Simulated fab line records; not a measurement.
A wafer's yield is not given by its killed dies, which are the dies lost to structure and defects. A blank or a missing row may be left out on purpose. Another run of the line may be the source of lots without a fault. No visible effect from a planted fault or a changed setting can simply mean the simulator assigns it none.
Which tool is to blame? ; flow n5Finfet ; 24 lots, 72 wafers sampled, at 6 steps of a route of 1938

== WHAT THE GAUGES SHOWED, per wafer ==
N5_FIN_CUT_OVL_MEAS_09. Usual: FIN_CUT_OVL typically reads -0.1 nm, with standard deviation 0.65.
lot;measured;on;FIN_CUT_OVL (nm);flag
L074;day 2 01:50;overlay-01;0.0 -0.5 -0.1;
L075;day 2 07:53;overlay-02;-0.4 -0.6 0.4;
L076;day 2 14:13;overlay-01;-1.7 -0.6 -0.5;
L077;day 2 20:14;overlay-01;-0.7 -0.8 0.4;
L078;day 3 03:14;overlay-02;-0.6 0.0 -1.3;
L079;day 3 08:50;overlay-01;0.5 0.9 0.6;
L080;day 3 16:04;overlay-01;0.4 -0.4 -0.2;
L081;day 3 21:11;overlay-02;1.2 0.2 1.6;
L082;day 4 01:53;overlay-02;0.0 0.1 0.8;
L083;day 4 10:02;overlay-02;-0.3 -0.2 -0.5;
L084;day 4 15:05;overlay-01;-0.3 0.8 -1.0;
L085;day 4 22:58;overlay-01;0.1 -0.2 -0.4;
L086;day 5 04:40;overlay-02;0.0 -0.4 -0.8;
L087;day 5 08:39;overlay-01;0.2 0.1 0.0;
L088;day 5 15:57;overlay-02;0.3 -0.5 0.1;
L089;day 5 21:17;overlay-02;-1.2 -0.2 0.0;
L090;day 6 03:21;overlay-01;-0.6 0.7 -0.4;
L091;day 6 09:47;overlay-02;1.0 -0.5 -0.6;
L092;day 6 14:01;overlay-01;-0.2 -0.2 0.3;
L093;day 6 19:39;overlay-01;-0.4 -0.3 0.7;
L094;day 7 02:07;overlay-01;-0.5 -1.4 -0.8;
L095;day 7 08:40;overlay-02;1.3 0.1 0.0;
L096;day 7 15:01;overlay-02;0.9 1.1 0.3;
L097;day 7 21:38;overlay-01;-1.5 -0.7 -0.6;

N5_SD_EPI_N_INSPECT_26: inspects for defects (darkfield). Usual: 201 for rawDefectCount, sd 49.
lot;measured;on;rawDefectCount;flag
L074;day 3 03:45;defectInspect-01;165 180 170;
L075;day 3 09:22;defectInspect-02;270 353 219;
L076;day 3 16:46;defectInspect-02;199 211 150;
L077;day 3 21:21;defectInspect-01;130 269 98;
L078;day 4 06:05;defectInspect-01;145 137 137;
L079;day 4 09:43;defectInspect-01;209 198 172;
L080;day 4 17:43;defectInspect-01;194 154 214;
L081;day 5 00:01;defectInspect-01;175 248 139;
L082;day 5 03:11;defectInspect-02;255 235 186;
L083;day 5 12:08;defectInspect-01;117 158 176;
L084;day 5 17:55;defectInspect-02;229 235 223;
L085;day 6 03:17;defectInspect-02;192 199 140;
L086;day 6 05:41;defectInspect-02;152 193 149;
L087;day 6 11:36;defectInspect-02;156 208 181;
L088;day 6 18:33;defectInspect-01;128 161 140;
L089;day 7 00:55;defectInspect-02;213 208 243;
L090;day 7 10:10;defectInspect-02;179 161 165;
L091;day 7 17:57;defectInspect-01;212 186 182;
L092;day 7 17:23;defectInspect-01;208 159 166;
L093;day 8 02:23;defectInspect-02;268 326 350;
L094;day 8 05:19;defectInspect-02;172 205 272;
L095;day 8 11:37;defectInspect-02;297 327 278;
L096;day 8 17:16;defectInspect-02;289 280 203;
L097;day 9 01:41;defectInspect-01;132 176 151;

== WHAT TOOL EACH LOT RAN ON (gives the tool, then ch and the chambers of the sampled wafers, and finally the start) ==
lot;N5_FIN_SAQP_SPACER2_ALD_28;N5_STI_FIN_REVEAL_ETCH_34;N5_DUMMY_GATE_ETCH_23;N5_SPACER0_ALD_08
L074;aldSin-01 ch 0,1,3, day 2 00:24;rieSi-06 ch 0,1,2, day 2 10:56;rieSi-02 ch 0,1,3, day 2 21:16;aldSin-03 ch 1,2,3, day 2 22:14
L075;aldSin-01 ch 1,2, day 2 06:16;rieSi-06 ch 0,3, day 2 17:11;rieSi-05 ch 0,1,2, day 3 03:22;aldSin-03 ch 0,3, day 3 04:23
L076;aldSin-03 ch 0,1,2, day 2 12:47;rieSi-06 ch 1,2,3, day 3 00:32;rieSi-05 ch 1,2,3, day 3 11:07;aldSin-02 ch 0,1,2, day 3 12:06
L077;aldSin-03 ch 0,1, day 2 18:40;rieSi-06 ch 0,2,3, day 3 05:35;rieSi-04 ch 0,1,2, day 3 15:58;aldSin-03 ch 1,2, day 3 16:52
L078;aldSin-01 ch 2,3, day 3 01:38;rieSi-06 ch 0,1, day 3 13:14;rieSi-05 ch 0,2,3, day 3 23:53;aldSin-02 ch 1,2, day 4 01:09
L079;aldSin-01 ch 0,1,2, day 3 07:14;rieSi-01 ch 0,1,3, day 3 18:10;rieSi-05 ch 1,2,3, day 4 04:13;aldSin-02 ch 0,1,2, day 4 05:06
L080;aldSin-01 ch 0,2,3, day 3 14:30;rieSi-01 ch 0,2,3, day 4 01:06;rieSi-05 ch 0,2, day 4 11:22;aldSin-04 ch 0,2, day 4 12:30
L081;aldSin-01 ch 1,2,3, day 3 19:37;rieSi-06 ch 1,3, day 4 06:24;rieSi-04 ch 1,2,3, day 4 16:37;aldSin-02 ch 0,2,3, day 4 18:11
L082;aldSin-02 ch 1,3, day 4 00:26;rieSi-03 ch 0,3, day 4 11:18;rieSi-04 ch 0,1,3, day 4 21:49;aldSin-03 ch 0,1,2, day 4 22:44
L083;aldSin-02 ch 1,2,3, day 4 08:24;rieSi-01 ch 1,2, day 4 19:49;rieSi-05 ch 2,3, day 5 06:37;aldSin-02 ch 0,3, day 5 07:31
L084;aldSin-03 ch 2,3, day 4 13:30;rieSi-01 ch 0,1,2, day 5 00:31;rieSi-02 ch 1,2, day 5 11:15;aldSin-04 ch 0,3, day 5 12:16
L085;aldSin-02 ch 2,3, day 4 21:31;rieSi-01 ch 2,3, day 5 09:56;rieSi-04 ch 0,1,3, day 5 20:32;aldSin-03 ch 0,1, day 5 21:26
L086;aldSin-03 ch 0,1,3, day 5 03:06;rieSi-01 ch 1,3, day 5 14:10;rieSi-02 ch 0,1,2, day 6 00:10;aldSin-04 ch 0,1,3, day 6 01:04
L087;aldSin-03 ch 2,3, day 5 06:59;rieSi-03 ch 1,2, day 5 19:14;rieSi-04 ch 0,1,3, day 6 05:15;aldSin-02 ch 0,3, day 6 06:14
L088;aldSin-01 ch 0,3, day 5 14:22;rieSi-01 ch 0,1,2, day 6 01:56;rieSi-02 ch 0,2, day 6 12:13;aldSin-04 ch 1,2,3, day 6 13:12
L089;aldSin-03 ch 1,2,3, day 5 19:51;rieSi-06 ch 0,2,3, day 6 06:38;rieSi-05 ch 1,2,3, day 6 18:28;aldSin-02 ch 0,1,2, day 6 19:22
L090;aldSin-01 ch 0,1,3, day 6 01:23;rieSi-01 ch 0,1,3, day 6 12:25;rieSi-04 ch 0,1,3, day 7 02:51;aldSin-03 ch 0,1,3, day 7 03:46
L091;aldSin-01 ch 1,2,3, day 6 08:19;rieSi-06 ch 0,3, day 6 19:30;rieSi-02 ch 0,1,2, day 7 10:09;aldSin-02 ch 1,2,3, day 7 11:28
L092;aldSin-01 ch 0,1,3, day 6 12:35;rieSi-06 ch 0,1,2, day 6 23:05;rieSi-04 ch 1,2,3, day 7 10:40;aldSin-03 ch 0,1,2, day 7 12:03
L093;aldSin-02 ch 0,2, day 6 18:04;rieSi-06 ch 2,3, day 7 05:35;rieSi-04 ch 0,2, day 7 21:00;aldSin-04 ch 0,1,3, day 7 21:54
L094;aldSin-02 ch 0,1, day 7 00:40;rieSi-03 ch 0,1,2, day 7 11:35;rieSi-04 ch 0,1,3, day 7 23:47;aldSin-03 ch 0,1,3, day 8 00:43
L095;aldSin-01 ch 0,1,2, day 7 07:11;rieSi-01 ch 1,2,3, day 7 18:53;rieSi-04 ch 0,1,2, day 8 05:19;aldSin-03 ch 0,2,3, day 8 06:54
L096;aldSin-03 ch 1,3, day 7 13:14;rieSi-01 ch 1,2,3, day 8 00:11;rieSi-02 ch 0,1, day 8 10:14;aldSin-03 ch 2,3, day 8 12:09
L097;aldSin-02 ch 0,2,3, day 7 20:05;rieSi-01 ch 0,2, day 8 06:40;rieSi-02 ch 1,2,3, day 8 19:04;aldSin-03 ch 0,1,3, day 8 21:11
- N5_FIN_SAQP_SPACER2_ALD_28: deposits SiO2, target thk 8.1 nm, pulse time 1 s, purge time 2 s.
- N5_STI_FIN_REVEAL_ETCH_34: etches Si in H2, material Si, target depth 0.97 nm.
- N5_DUMMY_GATE_ETCH_23: etches poly-Si in HBr/Cl2/O2, target depth 41 nm, time 22.3 s.
- N5_SPACER0_ALD_08: deposits SiNx, target thk 2 nm.

== WHAT THE TOOLS THEMSELVES READ (means of the sampled wafers that have a number; where no wafer has one, the mark that the record gives instead) ==
N5_FIN_SAQP_SPACER2_ALD_28. Usual: heaterPowerW 498 W, standard deviation 59; precursorPulseHeightRel 1.003, standard deviation 0.022.
lot;tool;heaterPowerW (W);precursorPulseHeightRel;flag
L074;aldSin-01;506;1.010;
L075;aldSin-01;568;1.003;
L076;aldSin-03;471;0.981;
L077;aldSin-03;452;1.001;
L078;aldSin-01;539;0.986;
L079;aldSin-01;533;0.977;
L080;aldSin-01;518;1.031;
L081;aldSin-01;557;1.008;
L082;aldSin-02;502;1.005;
L083;aldSin-02;457;0.994;
L084;aldSin-03;475;0.985;
L085;aldSin-02;507;1.001;
L086;aldSin-03;469;0.986;
L087;aldSin-03;496;1.025;
L088;aldSin-01;449;0.997;
L089;aldSin-03;467;1.002;
L090;aldSin-01;495;1.010;
L091;aldSin-01;559;1.032;
L092;aldSin-01;484;0.989;
L093;aldSin-02;436;0.999;
L094;aldSin-02;454;1.018;
L095;aldSin-01;517;1.017;
L096;aldSin-03;461;1.000;
L097;aldSin-02;472;1.007;

N5_STI_FIN_REVEAL_ETCH_34. Usual: drypumpMotorCurrentA 5.7 A, standard deviation 0.55; oesProductAu 1.004 a.u., standard deviation 0.017; throttleValvePct 25.72 %, standard deviation 0.26.
lot;tool;drypumpMotorCurrentA (A);oesProductAu (a.u.);throttleValvePct (%);flag
L074;rieSi-06;5.9;0.999;25.90;
L075;rieSi-06;5.5;0.991;25.98;
L076;rieSi-06;5.8;0.988;25.79;
L077;rieSi-06;5.9;1.002;25.98;
L078;rieSi-06;5.5;1.002;26.00;
L079;rieSi-01;5.3;1.014;25.51;
L080;rieSi-01;5.6;1.003;25.57;
L081;rieSi-06;5.3;0.986;25.68;
L082;rieSi-03;5.8;0.994;25.58;
L083;rieSi-01;6.0;1.028;25.68;
L084;rieSi-01;5.8;1.014;25.56;
L085;rieSi-01;6.0;1.020;25.75;
L086;rieSi-01;5.3;1.006;25.64;
L087;rieSi-03;6.1;0.992;25.79;
L088;rieSi-01;5.8;1.015;25.55;
L089;rieSi-06;5.9;1.000;25.99;
L090;rieSi-01;5.3;1.002;25.50;
L091;rieSi-06;5.6;0.994;26.08;
L092;rieSi-06;5.8;0.998;25.89;
L093;rieSi-06;5.8;0.994;25.86;
L094;rieSi-03;6.0;0.990;25.66;
L095;rieSi-01;5.8;1.025;25.67;
L096;rieSi-01;5.7;1.027;25.68;
L097;rieSi-01;6.1;1.020;25.63;

N5_DUMMY_GATE_ETCH_23. Usual: drypumpMotorCurrentA 5.8 A, standard deviation 0.43; oesProductAu 0.994 a.u., standard deviation 0.014; throttleValvePct 37.05 %, standard deviation 0.29.
lot;tool;drypumpMotorCurrentA (A);oesProductAu (a.u.);throttleValvePct (%);flag
L074;rieSi-02;5.8;0.981;36.95;
L075;rieSi-05;5.6;1.004;36.80;
L076;rieSi-05;5.6;0.995;36.77;
L077;rieSi-04;6.0;1.000;37.20;
L078;rieSi-05;5.7;0.978;36.82;
L079;rieSi-05;5.6;0.994;36.77;
L080;rieSi-05;5.6;0.995;36.86;
L081;rieSi-04;5.9;1.010;37.04;
L082;rieSi-04;5.8;0.999;37.28;
L083;rieSi-05;5.7;0.987;36.78;
L084;rieSi-02;6.1;0.977;37.05;
L085;rieSi-04;5.8;0.996;37.27;
L086;rieSi-02;5.7;0.978;37.15;
L087;rieSi-04;5.8;0.997;37.28;
L088;rieSi-02;5.3;0.979;37.22;
L089;rieSi-05;5.5;0.997;36.77;
L090;rieSi-04;5.8;0.998;37.28;
L091;rieSi-02;5.7;0.981;37.15;
L092;rieSi-04;5.9;1.007;37.04;
L093;rieSi-04;6.0;0.999;37.21;
L094;rieSi-04;5.8;1.000;37.28;
L095;rieSi-04;6.0;0.994;37.19;
L096;rieSi-02;5.8;0.979;36.94;
L097;rieSi-02;6.2;0.994;37.09;

N5_SPACER0_ALD_08. Usual: 848 W for heaterPowerW, sd 87.
lot;tool;heaterPowerW (W);flag
L074;aldSin-03;834;
L075;aldSin-03;888;
L076;aldSin-02;784;
L077;aldSin-03;846;
L078;aldSin-02;739;
L079;aldSin-02;777;
L080;aldSin-04;877;
L081;aldSin-02;858;
L082;aldSin-03;846;
L083;aldSin-02;935;
L084;aldSin-04;885;
L085;aldSin-03;865;
L086;aldSin-04;834;
L087;aldSin-02;931;
L088;aldSin-04;902;
L089;aldSin-02;777;
L090;aldSin-03;838;
L091;aldSin-02;813;
L092;aldSin-03;850;
L093;aldSin-04;846;
L094;aldSin-03;825;
L095;aldSin-03;876;
L096;aldSin-03;873;
L097;aldSin-03;844;

== THE ANSWER, worked out from the rows above alone ==
Rule: a lot is off if the mean of its wafers that have a number lies more than 3 standard deviations from the usual mean. Also off: a lot with no number at a reading for which 4 or more lots have one. Where the step has rows for the other lots, those lots are counted as sound. Order of review: gauges by route order, followed by the tools' own readings, for which a lot's mean as printed above is used. At the first step where some lot is off, the reading lying furthest off is the one used; lots without a number count as furthest.
None of the lots is off at any reading shown; this tells nothing.

== WHAT THE SIMULATOR HAD PUT IN ==
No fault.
